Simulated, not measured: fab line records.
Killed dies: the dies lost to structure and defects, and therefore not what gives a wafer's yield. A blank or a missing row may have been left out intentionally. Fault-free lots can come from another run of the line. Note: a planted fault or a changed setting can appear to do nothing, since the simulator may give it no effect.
fab line records / flow n5_finfet
[record] lots = 5 wafers = 13 last_day = 18
route steps=1938 shown GATE_CUT@481 BEOL_M4@1111 PASSIVATION@1936
lots with no fault: from the same line, run without faults
start_h: hours from the record's opening day to when the first of the lot's shown wafers began / wait_h: hours elapsed since this lot's preceding step / " the same as in the row above / L1.1+2: a row that stands for several wafers / - either no value or no given start / * or withheld: withheld / < > ~ a bound
route shown NAME@n: NAME is a module with steps in the file, n the number in the route of the first one / usual: mean/standard deviation of fault-free wafers / same: alike in all rows / chamber/n: place in a boat / sites: per-site readings / _std_site: how widely they spread, as a standard deviation / _edge_site: outer sites' mean less inner sites' / radius_mm: how far each site lies from the wafer's centre / mask NAME#n: copy n / behind: tool/chamber where the wafer was last shaped / hold: the reason the lot was held/the length of the hold in hours/how it ended / device: transistor that didn't switch, given as n, p or np / end of line: tests run on the same wafers once the route is complete / step lacking rows: just its recipe / killed: dies that structure and defects cost at the first sort, which is not the same as the wafer's yield / map: a wafer's dies, marking killed ones x, the rest . and places with no die _
set.NAME: the setting as run; set.NAME@STEP: as run at that earlier step / model.NAME: the simulator's own value behind a step, which no gauge read
certain route steps with their lots: each step a table, each wafer a row
services: when a tool's chamber went out of use (start_h, in hours from the record's first day, below 0 if earlier), for how many hours, and the reason
[[steps]]
[step N5_GATE_CUT_COAT_07]
[recipe] resist = CAR-EUV spin_rpm = 1500 resist_thk_nm = 30
[step N5_GATE_CUT_EBR_09]
[recipe] solvent = PGMEA ebr_width_mm = 1.5
[step N5_GATE_CUT_SOFTBAKE_08]
[recipe] temp_c = 110 time_s = 60 resist = CAR-EUV
[step N5_GATE_CUT_EXPOSE_10]
[recipe] mask_id = GATE_CUT na = 0.33 source_shape = annular sigma_inner = 0.35 sigma_outer = 0.8 polarization = unpolarized target_cd_nm = 20 dose_mj = 43.25
[step N5_GATE_CUT_PEB_11]
[recipe] peb_temp_c = 100 peb_time_s = 60 resist = CAR-EUV
[step N5_GATE_CUT_DEVELOP_12]
[recipe] develop_time_s = 30 developer = TMAH resist = CAR-EUV rinse_liquid = surfactant_rinse dry = air_spin dev_temp_c = 23
[step N5_GATE_CUT_DESCUM_18]
[recipe] chemistry = O2 time_s = 7 source_power_w = 50 bias_power_w = 20 pressure_mtorr = 20 rf_frequency_hz = 2.712e+07 temp_c = 40 resist = CAR-EUV o2_flow_sccm = 225
[step N5_GATE_CUT_ETCH_28]
[recipe] chemistry = N2/H2 target = underlayer target_depth_a = 130 mask_material = CAR-EUV time_s = 10.4 ion_energy_ev = 200 pressure_mtorr = 30 source_w = 840 bias_w = 150 n2_flow_sccm = 200 h2_flow_sccm = 200 ends = cleared
[step N5_GATE_CUT_ETCH_36]
[recipe] chemistry = CF4 target = SiARC target_depth_a = 130 mask_material = CAR-EUV time_s = 21.7 ion_energy_ev = 80 pressure_mtorr = 40 source_w = 545 bias_w = 36 Ar_flow_sccm = 100 cf4_flow_sccm = 100 ends = cleared
[step N5_GATE_CUT_ETCH_37]
[recipe] chemistry = N2/H2 target = SOC target_depth_a = 600 overetch_a = 120 mask_material = SiARC temp_c = 40 time_s = 90 ion_energy_ev = 200 pressure_mtorr = 30 source_w = 840 bias_w = 150 n2_flow_sccm = 200 h2_flow_sccm = 200
[usual] drypump_motor_current_A = 5.75/0.28 oes_product_au = 0.70/0.057 rf_vpp_V = 523.6/2.4 showerhead_plenum_p_Torr = 2.53/0.085 throttle_valve_pct = 17.80/0.29
lot.wafer=L748.3 tool=rie_diel-01 chamber=3 start_h=130.14 wait_h=0.0 drypump_motor_current_A=5.88 oes_product_au=0.62 rf_hours_counter_h=250 rf_vpp_V=526.7 showerhead_plenum_p_Torr=2.58 throttle_valve_pct=17.59 model.SiARC_of_GATE_CUT_COAT_35.thk_nm=6 model.GATE_CUT.cd_nm=19.8
lot.wafer=L748.5 tool=rie_diel-01 chamber=1 start_h=130.14 wait_h=0.0 drypump_motor_current_A=6.14 oes_product_au=0.76 rf_hours_counter_h=- rf_vpp_V=524.9 showerhead_plenum_p_Torr=2.60 throttle_valve_pct=17.89 model.SiARC_of_GATE_CUT_COAT_35.thk_nm=5.8 model.GATE_CUT.cd_nm=20
lot.wafer=L748.6 tool=rie_diel-01 chamber=0 start_h=130.14 wait_h=0.0 drypump_motor_current_A=5.68 oes_product_au=0.77 rf_hours_counter_h=- rf_vpp_V=522.1 showerhead_plenum_p_Torr=2.48 throttle_valve_pct=17.30 model.SiARC_of_GATE_CUT_COAT_35.thk_nm=6 model.GATE_CUT.cd_nm=19.8
lot.wafer=L752.4 tool=rie_diel-01 chamber=1 start_h=152.93 wait_h=0.0 drypump_motor_current_A=6.11 oes_product_au=0.76 rf_hours_counter_h=- rf_vpp_V=522.7 showerhead_plenum_p_Torr=2.59 throttle_valve_pct=17.91 model.SiARC_of_GATE_CUT_COAT_35.thk_nm=3.4 model.GATE_CUT.cd_nm=21.4
lot.wafer=L752.6 tool=rie_diel-01 chamber=0 start_h=152.93 wait_h=0.0 drypump_motor_current_A=5.65 oes_product_au=0.75 rf_hours_counter_h=- rf_vpp_V=521.8 showerhead_plenum_p_Torr=2.47 throttle_valve_pct=17.32 model.SiARC_of_GATE_CUT_COAT_35.thk_nm=6 model.GATE_CUT.cd_nm=20
lot.wafer=L754.3 tool=rie_diel-01 chamber=1 start_h=165.46 wait_h=0.0 drypump_motor_current_A=6.10 oes_product_au=0.75 rf_hours_counter_h=64 rf_vpp_V=524.3 showerhead_plenum_p_Torr=2.59 throttle_valve_pct=17.92 model.SiARC_of_GATE_CUT_COAT_35.thk_nm=3.4 model.GATE_CUT.cd_nm=21
lot.wafer=L754.6 tool=rie_diel-01 chamber=1 start_h=165.46 wait_h=0.0 drypump_motor_current_A=6.10 oes_product_au=0.75 rf_hours_counter_h=- rf_vpp_V=524.4 showerhead_plenum_p_Torr=2.59 throttle_valve_pct=17.93 model.SiARC_of_GATE_CUT_COAT_35.thk_nm=5.8 model.GATE_CUT.cd_nm=20
lot.wafer=L756.2 tool=rie_diel-01 chamber=3 start_h=176.14 wait_h=0.0 drypump_motor_current_A=5.85 oes_product_au=0.87 rf_hours_counter_h=1 rf_vpp_V=526.7 showerhead_plenum_p_Torr=2.57 throttle_valve_pct=17.20 model.SiARC_of_GATE_CUT_COAT_35.thk_nm=6 model.GATE_CUT.cd_nm=19.6
lot.wafer=L756.4 tool=rie_diel-01 chamber=1 start_h=176.14 wait_h=0.0 drypump_motor_current_A=6.11 oes_product_au=0.75 rf_hours_counter_h=67 rf_vpp_V=525.0 showerhead_plenum_p_Torr=2.59 throttle_valve_pct=17.93 model.SiARC_of_GATE_CUT_COAT_35.thk_nm=3.4 model.GATE_CUT.cd_nm=20.4
lot.wafer=L756.6 tool=rie_diel-01 chamber=1 start_h=176.14 wait_h=0.0 drypump_motor_current_A=6.10 oes_product_au=0.75 rf_hours_counter_h=- rf_vpp_V=525.1 showerhead_plenum_p_Torr=2.59 throttle_valve_pct=17.93 model.SiARC_of_GATE_CUT_COAT_35.thk_nm=5.8 model.GATE_CUT.cd_nm=19.8
lot.wafer=L761.3 tool=rie_diel-05 chamber=2 start_h=206.82 wait_h=0.0 drypump_motor_current_A=5.66 oes_product_au=0.63 rf_hours_counter_h=237 rf_vpp_V=523.0 showerhead_plenum_p_Torr=2.50 throttle_valve_pct=18.22 model.SiARC_of_GATE_CUT_COAT_35.thk_nm=6.4 model.GATE_CUT.cd_nm=20
lot.wafer=L761.4 tool=rie_diel-05 chamber=1 start_h=206.82 wait_h=0.0 drypump_motor_current_A=5.18 oes_product_au=0.65 rf_hours_counter_h=181 rf_vpp_V=520.8 showerhead_plenum_p_Torr=2.41 throttle_valve_pct=17.92 model.SiARC_of_GATE_CUT_COAT_35.thk_nm=6 model.GATE_CUT.cd_nm=20
lot.wafer=L761.6 tool=rie_diel-05 chamber=0 start_h=206.82 wait_h=0.0 drypump_motor_current_A=5.80 oes_product_au=0.65 rf_hours_counter_h=- rf_vpp_V=523.2 showerhead_plenum_p_Torr=2.51 throttle_valve_pct=17.82 model.SiARC_of_GATE_CUT_COAT_35.thk_nm=6.2 model.GATE_CUT.cd_nm=20
[step N5_GATE_CUT_STRIP_38]
[recipe] chemistry = N2/H2 temp_c = 40 n2_flow_sccm = 200 h2_flow_sccm = 200 rf_frequency_hz = 6e+07
[step N5_GATE_CUT_STRIP_39]
[recipe] chemistry = N2/H2 temp_c = 40 n2_flow_sccm = 200 h2_flow_sccm = 200 rf_frequency_hz = 6e+07
[step N5_GATE_CUT_HM_OPEN_40]
[recipe] chemistry = C4F6/O2 target = SiO2 mask_material = SiARC target_depth_a = 1390 time_s = 85.1 ion_energy_ev = 250 pressure_mtorr = 30 source_w = 345 bias_w = 185 Ar_flow_sccm = 300 C4F6_flow_sccm = 10 O2_flow_sccm = 10 ends = cleared
[step N5_GATE_CUT_STRIP_41]
[recipe] chemistry = CF4 resist = SiARC power_w = 300 bias_power_w = 75 pressure_mtorr = 50 cf4_flow_sccm = 150 rf_frequency_hz = 6e+07
[step N5_GATE_CUT_STRIP_42]
[recipe] chemistry = O2 power_w = 400 temp_c = 40 pressure_mtorr = 30 rf_frequency_hz = 6e+07 bias_power_w = 0 overash_fraction = 0.3 o2_flow_sccm = 225
[step N5_GATE_CUT_ETCH_19]
[recipe] chemistry = CH3F/O2 target = SiNx mask_material = SiO2 target_depth_a = 537 time_s = 76.7 pressure_mtorr = 30 source_w = 395 bias_w = 73 Ar_flow_sccm = 150 CH3F_flow_sccm = 30 O2_flow_sccm = 20 ion_energy_ev = 120 ends = cleared
[step N5_GATE_CUT_CUT_ETCH_53]
[recipe] chemistry = SF6/Cl2 target = W mask_material = SiO2 target_depth_a = 792 pressure_mtorr = 8 icp_w = 900 bias_w = 80 SF6_flow_sccm = 40 Cl2_flow_sccm = 60 ends = cleared
[step N5_GATE_CUT_CUT_ETCH_54]
[recipe] chemistry = Cl2/BCl3 target = TiN mask_material = SiO2 target_depth_a = 967 pressure_mtorr = 10 icp_w = 1000 bias_w = 126 Cl2_flow_sccm = 53.25 bcl3_flow_sccm = 21.75 Ar_flow_sccm = 25 ends = cleared
[step N5_GATE_CUT_CUT_ETCH_55]
[recipe] chemistry = BCl3 target = HfO2 mask_material = SiO2 target_depth_a = 32 ion_energy_ev = 30 pressure_mtorr = 5 icp_w = 450 bias_w = 18 bcl3_flow_sccm = 80
[step N5_GATE_CUT_ETCH_47]
[recipe] chemistry = Cl2/BCl3 target = SiO2 target_depth_a = 100 pressure_mtorr = 10 icp_w = 1000 bias_w = 126 Cl2_flow_sccm = 53.25 bcl3_flow_sccm = 21.75 Ar_flow_sccm = 25
[usual] drypump_motor_current_A = 5.6/0.39 oes_ar_750_au = 0.72/0.12 oes_product_au = 0.73/0.13 throttle_valve_pct = 22.96/0.29
lot.wafer=L748.3 tool=rie_metal-01 chamber=0 start_h=130.61 wait_h=0.0 drypump_motor_current_A=5.6 oes_ar_750_au=0.84 oes_product_au=0.86 rf_hours_counter_h=- throttle_valve_pct=22.70 model.GATE_CUT.cd_nm=21.2
lot.wafer=L748.5 tool=rie_metal-01 chamber=0 start_h=130.61 wait_h=0.0 drypump_motor_current_A=5.6 oes_ar_750_au=0.84 oes_product_au=0.86 rf_hours_counter_h=- throttle_valve_pct=22.70 model.GATE_CUT.cd_nm=21.4
lot.wafer=L748.6 tool=rie_metal-01 chamber=1 start_h=130.61 wait_h=0.0 drypump_motor_current_A=6.0 oes_ar_750_au=0.93 oes_product_au=0.97 rf_hours_counter_h=- throttle_valve_pct=22.88 model.GATE_CUT.cd_nm=20.4
lot.wafer=L752.4 tool=rie_metal-01 chamber=1 start_h=153.37 wait_h=0.0 drypump_motor_current_A=6.0 oes_ar_750_au=0.92 oes_product_au=0.94 rf_hours_counter_h=- throttle_valve_pct=22.87 model.GATE_CUT.cd_nm=21.4
lot.wafer=L752.6 tool=rie_metal-01 chamber=1 start_h=153.37 wait_h=0.0 drypump_motor_current_A=6.0 oes_ar_750_au=0.92 oes_product_au=0.94 rf_hours_counter_h=- throttle_valve_pct=22.89 model.GATE_CUT.cd_nm=19.2
lot.wafer=L754.3 tool=rie_metal-02 chamber=1 start_h=165.93 wait_h=0.0 drypump_motor_current_A=4.8 oes_ar_750_au=0.70 oes_product_au=0.68 rf_hours_counter_h=- throttle_valve_pct=23.10 model.GATE_CUT.cd_nm=21.2
lot.wafer=L754.6 tool=rie_metal-02 chamber=0 start_h=165.93 wait_h=0.0 drypump_motor_current_A=5.8 oes_ar_750_au=0.65 oes_product_au=0.64 rf_hours_counter_h=- throttle_valve_pct=23.45 model.GATE_CUT.cd_nm=19.4
lot.wafer=L756.2 tool=rie_metal-02 chamber=0 start_h=176.61 wait_h=0.0 drypump_motor_current_A=5.8 oes_ar_750_au=0.65 oes_product_au=0.64 rf_hours_counter_h=120 throttle_valve_pct=23.45 model.GATE_CUT.cd_nm=19.6
lot.wafer=L756.4 tool=rie_metal-02 chamber=0 start_h=176.61 wait_h=0.0 drypump_motor_current_A=5.8 oes_ar_750_au=0.65 oes_product_au=0.64 rf_hours_counter_h=- throttle_valve_pct=23.45 model.GATE_CUT.cd_nm=20.6
lot.wafer=L756.6 tool=rie_metal-02 chamber=0 start_h=176.61 wait_h=0.0 drypump_motor_current_A=5.8 oes_ar_750_au=0.65 oes_product_au=0.64 rf_hours_counter_h=- throttle_valve_pct=23.44 model.GATE_CUT.cd_nm=19.2
lot.wafer=L761.3 tool=rie_metal-02 chamber=0 start_h=207.30 wait_h=0.0 drypump_motor_current_A=5.8 oes_ar_750_au=0.65 oes_product_au=0.64 rf_hours_counter_h=- throttle_valve_pct=23.44 model.GATE_CUT.cd_nm=20.2
lot.wafer=L761.4 tool=rie_metal-02 chamber=1 start_h=207.30 wait_h=0.0 drypump_motor_current_A=4.8 oes_ar_750_au=0.70 oes_product_au=0.68 rf_hours_counter_h=- throttle_valve_pct=23.10 model.GATE_CUT.cd_nm=20.2
lot.wafer=L761.6 tool=rie_metal-02 chamber=0 start_h=207.30 wait_h=0.0 drypump_motor_current_A=5.8 oes_ar_750_au=0.66 oes_product_au=0.63 rf_hours_counter_h=- throttle_valve_pct=23.45 model.GATE_CUT.cd_nm=19.8
[step N5_GATE_CUT_VAPOR_ETCH_48]
[recipe] chemistry = BCl3/Cl2 target = TiN mode = isotropic
[step N5_BEOL_M4_RC_MEAS_101]
[usual] DIBL_N = 36.4/2.2 DIBL_P = 36.3/2.5 IOFF_N = 0.17/0.052 IOFF_P = 0.23/0.049 ION_N = 674/17 ION_P = 464/11 SS_N = 71.7/0.98 SS_P = 73.3/0.84 VT_N = 250/4 VT_P = -249/3.8
lot.wafer=L748.3 tool=prober-02 chamber=0 start_h=247.80 wait_h=0.3 DIBL_N[mV/V]=41.4 DIBL_P[mV/V]=42.8 IOFF_N[nA/um]=0.30 IOFF_P[nA/um]=0.32 ION_N[uA/um]=691 ION_P[uA/um]=464 SS_N[mV/dec]=72.2 SS_P[mV/dec]=74.5 VT_N[mV]=243 VT_P[mV]=-245
lot.wafer=L748.5 tool=prober-02 chamber=0 start_h=247.80 wait_h=0.3 DIBL_N[mV/V]=37.6 DIBL_P[mV/V]=38.8 IOFF_N[nA/um]=0.20 IOFF_P[nA/um]=0.26 ION_N[uA/um]=670 ION_P[uA/um]=459 SS_N[mV/dec]=71.8 SS_P[mV/dec]=74.5 VT_N[mV]=249 VT_P[mV]=-247
lot.wafer=L748.6 tool=prober-02 chamber=0 start_h=247.80 wait_h=0.3 DIBL_N[mV/V]=37.7 DIBL_P[mV/V]=37.5 IOFF_N[nA/um]=0.19 IOFF_P[nA/um]=0.22 ION_N[uA/um]=685 ION_P[uA/um]=466 SS_N[mV/dec]=71.6 SS_P[mV/dec]=74.1 VT_N[mV]=249 VT_P[mV]=-251
lot.wafer=L752.4 tool=prober-01 chamber=0 start_h=276.03 wait_h=0.5 DIBL_N[mV/V]=37.0 DIBL_P[mV/V]=39.1 IOFF_N[nA/um]=0.19 IOFF_P[nA/um]=0.25 ION_N[uA/um]=695 ION_P[uA/um]=476 SS_N[mV/dec]=71.6 SS_P[mV/dec]=73.7 VT_N[mV]=245 VT_P[mV]=-249
lot.wafer=L752.6 tool=prober-01 chamber=0 start_h=276.03 wait_h=0.5 DIBL_N[mV/V]=38.1 DIBL_P[mV/V]=39.3 IOFF_N[nA/um]=0.19 IOFF_P[nA/um]=0.25 ION_N[uA/um]=682 ION_P[uA/um]=470 SS_N[mV/dec]=71.5 SS_P[mV/dec]=73.1 VT_N[mV]=245 VT_P[mV]=-251
lot.wafer=L754.3 tool=prober-02 chamber=0 start_h=284.72 wait_h=0.3 DIBL_N[mV/V]=40.9 DIBL_P[mV/V]=40.0 IOFF_N[nA/um]=0.26 IOFF_P[nA/um]=0.29 ION_N[uA/um]=668 ION_P[uA/um]=453 SS_N[mV/dec]=72.9 SS_P[mV/dec]=74.3 VT_N[mV]=242 VT_P[mV]=-246
lot.wafer=L754.6 tool=prober-02 chamber=0 start_h=284.72 wait_h=0.3 DIBL_N[mV/V]=36.0 DIBL_P[mV/V]=35.2 IOFF_N[nA/um]=0.15 IOFF_P[nA/um]=0.19 ION_N[uA/um]=685 ION_P[uA/um]=472 SS_N[mV/dec]=71.4 SS_P[mV/dec]=72.4 VT_N[mV]=251 VT_P[mV]=-252
lot.wafer=L756.2 tool=prober-02 chamber=0 start_h=304.33 wait_h=0.2 DIBL_N[mV/V]=35.8 DIBL_P[mV/V]=35.8 IOFF_N[nA/um]=0.15 IOFF_P[nA/um]=0.19 ION_N[uA/um]=653 ION_P[uA/um]=452 SS_N[mV/dec]=71.7 SS_P[mV/dec]=73.4 VT_N[mV]=253 VT_P[mV]=-252
lot.wafer=L756.4 tool=prober-02 chamber=0 start_h=304.33 wait_h=0.2 DIBL_N[mV/V]=34.8 DIBL_P[mV/V]=35.6 IOFF_N[nA/um]=0.15 IOFF_P[nA/um]=0.21 ION_N[uA/um]=685 ION_P[uA/um]=466 SS_N[mV/dec]=71.1 SS_P[mV/dec]=72.6 VT_N[mV]=250 VT_P[mV]=-250
lot.wafer=L756.6 tool=prober-02 chamber=0 start_h=304.33 wait_h=0.2 DIBL_N[mV/V]=35.3 DIBL_P[mV/V]=35.0 IOFF_N[nA/um]=0.15 IOFF_P[nA/um]=0.19 ION_N[uA/um]=664 ION_P[uA/um]=451 SS_N[mV/dec]=71.5 SS_P[mV/dec]=73.8 VT_N[mV]=250 VT_P[mV]=-252
lot.wafer=L761.3 tool=prober-01 chamber=0 start_h=326.68 wait_h=0.3 DIBL_N[mV/V]=34.3 DIBL_P[mV/V]=34.1 IOFF_N[nA/um]=0.14 IOFF_P[nA/um]=0.18 ION_N[uA/um]=657 ION_P[uA/um]=455 SS_N[mV/dec]=71.7 SS_P[mV/dec]=72.6 VT_N[mV]=250 VT_P[mV]=-248
lot.wafer=L761.4 tool=prober-01 chamber=0 start_h=326.68 wait_h=0.3 DIBL_N[mV/V]=36.2 DIBL_P[mV/V]=37.5 IOFF_N[nA/um]=0.18 IOFF_P[nA/um]=0.24 ION_N[uA/um]=682 ION_P[uA/um]=471 SS_N[mV/dec]=70.9 SS_P[mV/dec]=72.9 VT_N[mV]=243 VT_P[mV]=-247
lot.wafer=L761.6 tool=prober-01 chamber=0 start_h=326.68 wait_h=0.3 DIBL_N[mV/V]=36.1 DIBL_P[mV/V]=37.1 IOFF_N[nA/um]=0.17 IOFF_P[nA/um]=0.22 ION_N[uA/um]=681 ION_P[uA/um]=469 SS_N[mV/dec]=71.4 SS_P[mV/dec]=73.1 VT_N[mV]=248 VT_P[mV]=-248
[step N5_PASSIVATION_PROBE_49]
[usual] defect_limited_yield = 91.2/1.4 killed_at_M0_to_M3 = 34/9.3 killed_at_M4_up = 14/5.9 killed_at_contacts = 14/5.7 killed_at_front_end = 38/10 killed_at_other = 4/3.2 killed_dies = 104/17 killed_open = 67/13 killed_short = 33/6.9 sort_bin_4_leakage = 0/3.6 sort_bin_5_function = 5.2/1 sort_bin_6_memory = 3.3/0.61 sort_n_pass = 1069/52 sort_yield_pct = 91/4.4
[same] gross_dies = 1180 killed_at_back_side = 0 sort_bin_8_speed[%] = 0
lot.wafer=L752.4 tool=prober-02 chamber=- start_h=385.28 wait_h=0.2 defect_limited_yield[%]=93.7 killed_at_M0_to_M3=26 killed_at_M4_up=8 killed_at_contacts=11 killed_at_front_end=24 killed_at_other=5 killed_dies=74 killed_open=48 killed_short=21 sort_bin_4_leakage[%]=0 sort_bin_5_function[%]=3.5 sort_bin_6_memory[%]=2.5 sort_n_pass=1106 sort_yield_pct[%]=94
lot.wafer=L752.6 tool=prober-02 chamber=- start_h=385.38 wait_h=0.3 defect_limited_yield[%]=91.8 killed_at_M0_to_M3=36 killed_at_M4_up=13 killed_at_contacts=17 killed_at_front_end=28 killed_at_other=3 killed_dies=97 killed_open=65 killed_short=27 sort_bin_4_leakage[%]=0 sort_bin_5_function[%]=4.6 sort_bin_6_memory[%]=3.6 sort_n_pass=1083 sort_yield_pct[%]=92
lot.wafer=L754.3 tool=prober-02 chamber=- start_h=398.71 wait_h=0.1 defect_limited_yield[%]=92.7 killed_at_M0_to_M3=31 killed_at_M4_up=11 killed_at_contacts=2 killed_at_front_end=36 killed_at_other=6 killed_dies=86 killed_open=46 killed_short=36 sort_bin_4_leakage[%]=0 sort_bin_5_function[%]=4.0 sort_bin_6_memory[%]=3.1 sort_n_pass=1094 sort_yield_pct[%]=93
lot.wafer=L754.6 tool=prober-02 chamber=- start_h=398.86 wait_h=0.3 defect_limited_yield[%]=90.3 killed_at_M0_to_M3=30 killed_at_M4_up=18 killed_at_contacts=36 killed_at_front_end=27 killed_at_other=4 killed_dies=115 killed_open=67 killed_short=27 sort_bin_4_leakage[%]=0 sort_bin_5_function[%]=6.1 sort_bin_6_memory[%]=3.5 sort_n_pass=1065 sort_yield_pct[%]=90
lot.wafer=L756.2 tool=prober-02 chamber=- start_h=416.78 wait_h=0.1 defect_limited_yield[%]=89.9 killed_at_M0_to_M3=55 killed_at_M4_up=6 killed_at_contacts=23 killed_at_front_end=30 killed_at_other=5 killed_dies=119 killed_open=56 killed_short=45 sort_bin_4_leakage[%]=0 sort_bin_5_function[%]=6.0 sort_bin_6_memory[%]=3.6 sort_n_pass=1061 sort_yield_pct[%]=90
lot.wafer=L756.4 tool=prober-02 chamber=- start_h=416.88 wait_h=0.2 defect_limited_yield[%]=91.6 killed_at_M0_to_M3=49 killed_at_M4_up=12 killed_at_contacts=12 killed_at_front_end=23 killed_at_other=3 killed_dies=99 killed_open=66 killed_short=29 sort_bin_4_leakage[%]=0 sort_bin_5_function[%]=5.7 sort_bin_6_memory[%]=2.5 sort_n_pass=1081 sort_yield_pct[%]=92
lot.wafer=L756.6 tool=prober-02 chamber=- start_h=416.98 wait_h=0.3 defect_limited_yield[%]=86.4 killed_at_M0_to_M3=43 killed_at_M4_up=5 killed_at_contacts=26 killed_at_front_end=27 killed_at_other=59 killed_dies=160 killed_open=62 killed_short=20 sort_bin_4_leakage[%]=0 sort_bin_5_function[%]=11.8 sort_bin_6_memory[%]=1.6 sort_n_pass=1020 sort_yield_pct[%]=86
// killed by level:class
L752.4 MOL_CONTACT_COAG:geometric_particle:open=10 BEOL_M2:geometric_particle:open=7 FIN_SAQP:geometric_particle:open=6 BEOL_M0_SAQP:geometric_particle:open=6 BEOL_M0_SAQP:geometric_particle:short=5 PAD_METAL:geometric_particle:open=4 FIN_SAQP:geometric_particle:short=3 STI_FIN_REVEAL:geometric_particle:open=3
L752.6 MOL_CONTACT_COAG:geometric_particle:open=12 BEOL_M3:geometric_particle:open=9 BEOL_M0_SAQP:geometric_particle:short=8 BEOL_M2:geometric_particle:open=8 FIN_SAQP:geometric_particle:open=7 GATE_CUT:geometric_particle:open=5 MOL_CONTACT_COAG:geometric_particle:short=5 BEOL_M1:geometric_particle:open=4
L754.3 STI_FIN_REVEAL:geometric_particle:open=8 GATE_CUT:geometric_particle:short=8 BEOL_M1:geometric_particle:open=8 BEOL_M4:geometric_particle:open=7 BEOL_M1:geometric_particle:short=6 BEOL_M3:geometric_particle:open=6 BEOL_M0_SAQP:geometric_particle:short=5 DUMMY_GATE:geometric_particle:open=4
L754.6 MOL_CONTACT_COAG:area_etch=21 MOL_CONTACT_COAG:geometric_particle:open=12 BEOL_M4:geometric_particle:open=9 BEOL_M3:geometric_particle:open=6 BEOL_M0_SAQP:geometric_particle:open=5 FIN_SAQP:geometric_particle:short=4 STI_FIN_REVEAL:geometric_particle:open=4 DUMMY_GATE:geometric_particle:open=4
L756.2 BEOL_M1:geometric_particle:open=20 MOL_CONTACT_COAG:area_etch=15 GATE_CUT:geometric_particle:short=8 BEOL_M0_SAQP:geometric_particle:short=8 BEOL_M2:geometric_particle:open=6 MOL_CONTACT_COAG:geometric_particle:open=5 BEOL_M3:geometric_particle:open=5 FIN_SAQP:geometric_particle:short=4
L756.4 BEOL_M2:geometric_particle:open=12 MOL_CONTACT_COAG:geometric_particle:open=11 BEOL_M0_SAQP:geometric_particle:short=9 STI_FIN_REVEAL:geometric_particle:open=8 BEOL_M3:geometric_particle:open=8 BEOL_M0_SAQP:geometric_particle:open=7 BEOL_M1:geometric_particle:open=5 FIN_SAQP:geometric_particle:open=4
L756.6 PASSIVATION:area_etch=53 MOL_CONTACT_COAG:area_etch=20 BEOL_M0_SAQP:geometric_particle:open=12 BEOL_M1:geometric_particle:open=10 FIN_SAQP:geometric_particle:open=7 BEOL_M0_SAQP:geometric_particle:short=7 MOL_CONTACT_COAG:geometric_particle:open=6 DUMMY_GATE:geometric_particle:open=5
[[services]]
tool=rie_diel-01 chamber=2 start_h=137.63 hours=13.2 kind=repair
tool=rie_metal-02 chamber=- start_h=144.65 hours=0.8 kind=repair
tool=rie_diel-01 chamber=3 start_h=145.39 hours=3.7 kind=repair
tool=rie_diel-01 chamber=3 start_h=150.88 hours=- kind=clean
tool=rie_diel-01 chamber=3 start_h=150.88 hours=- kind=consumable_replace:focus_ring
tool=rie_diel-01 chamber=3 start_h=150.88 hours=19.4 kind=scheduled_down
tool=rie_diel-01 chamber=3 start_h=150.88 hours=19.4 kind=vent_cycle
tool=rie_diel-05 chamber=3 start_h=162.96 hours=6.1 kind=repair
tool=rie_diel-05 chamber=2 start_h=176.92 hours=13.9 kind=repair
tool=rie_diel-01 chamber=3 start_h=191.61 hours=6.5 kind=repair
tool=rie_metal-02 chamber=- start_h=204.99 hours=0.6 kind=repair
[[key]]
first_sign none at tools or gauges
[model_effect] step = N5_GATE_CUT_ETCH_37 value = SiARC_of_GATE_CUT_COAT_35.thk_nm without = 5.867 struck = 3.4
[model_effect] step = N5_GATE_CUT_ETCH_47 value = GATE_CUT.cd_nm without = 19.87 struck = 21.07
met_at N5_GATE_CUT_ETCH_37
struck_wafers L752.4,L754.3,L756.4
[baseline_loss] step = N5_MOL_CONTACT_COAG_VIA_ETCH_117 wafers = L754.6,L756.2
[baseline_loss] step = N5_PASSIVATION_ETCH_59 wafers = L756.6
onset_between 130.14 152.93
[fault] kind = process_parameter_drift tool = rie_diel-01 chamber = - onset_h = 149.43 steps = N5_GATE_CUT_ETCH_37 channel = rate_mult offset = 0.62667 shape = step end_h = 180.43 scope = struck_wafers_only
// baseline_loss: these wafers lose ten dies or more at that step, a loss of the line's own and not of a fault; the sort's usual values leave them out
